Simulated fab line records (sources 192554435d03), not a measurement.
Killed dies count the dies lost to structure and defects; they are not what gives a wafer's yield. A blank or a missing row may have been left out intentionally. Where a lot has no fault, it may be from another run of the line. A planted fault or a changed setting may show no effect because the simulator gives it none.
Matching of chambers :: flow n5-finfet :: 4 sister chambers for N5_ILD0_CMP_03 on cmp-02
The step polishes, stops on SiNx, t overpolish 1.9 s, target thk 197.38 nm. 4 wafers are shown with their chamber, then 8 later ones without.

== WAFERS PAIRED WITH THEIR CHAMBERS ==
wafer: L088.2
chamber: 0
motor-current-A (A): 10.1

wafer: L090.2
chamber: 1
motor-current-A (A): 12.6

wafer: L090.4
chamber: 3
motor-current-A (A): 10.6

wafer: L092.2
chamber: 2
motor-current-A (A): 10.7

== WAFERS MISSING THEIR CHAMBER ==
wafer: L092.5
motor-current-A (A): 11.3

wafer: L092.6
motor-current-A (A): 10.9

wafer: L094.1
motor-current-A (A): 11.6

wafer: L094.2
motor-current-A (A): 10.9

wafer: L094.3
motor-current-A (A): 12.6

wafer: L096.4
motor-current-A (A): 10.6

wafer: L096.5
motor-current-A (A): 12.1

wafer: L096.6
motor-current-A (A): 10.3

== CHAMBER TAKEN BY EACH ==
wafer: L092.5
from the rows above: can't be placed: 2 or 3 or 0 or 1
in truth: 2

wafer: L092.6
from the rows above: can't be placed: 2 or 3 or 0
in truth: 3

wafer: L094.1
from the rows above: can't be placed: 2 or 1 or 3 or 0
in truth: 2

wafer: L094.2
from the rows above: can't be placed: 2 or 3 or 0
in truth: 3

wafer: L094.3
from the rows above: 1
in truth: 1

wafer: L096.4
from the rows above: can't be placed: 3 or 2 or 0
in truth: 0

wafer: L096.5
from the rows above: 1
in truth: 1

wafer: L096.6
from the rows above: can't be placed: 0 or 3 or 2
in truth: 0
Correctly placed: 2 of 8. Cannot be placed on the basis of these rows: 6; the candidates contain the true chamber in 6. Number placed wrongly: 0.
How it was worked out, from the rows above alone: a wafer's distance from a chamber is the root of the sum, over the readings, of the square of ((its reading less the chamber's mean) divided by the reading's scatter). The wafer belongs to the nearest chamber; if the next one is less than 2 further off, it can't be placed. Each chamber's mean is taken over the wafers shown for it. The scatter: with one shown wafer a chamber, the root of the mean of the squares of how far each hidden wafer lies from its nearest shown one.
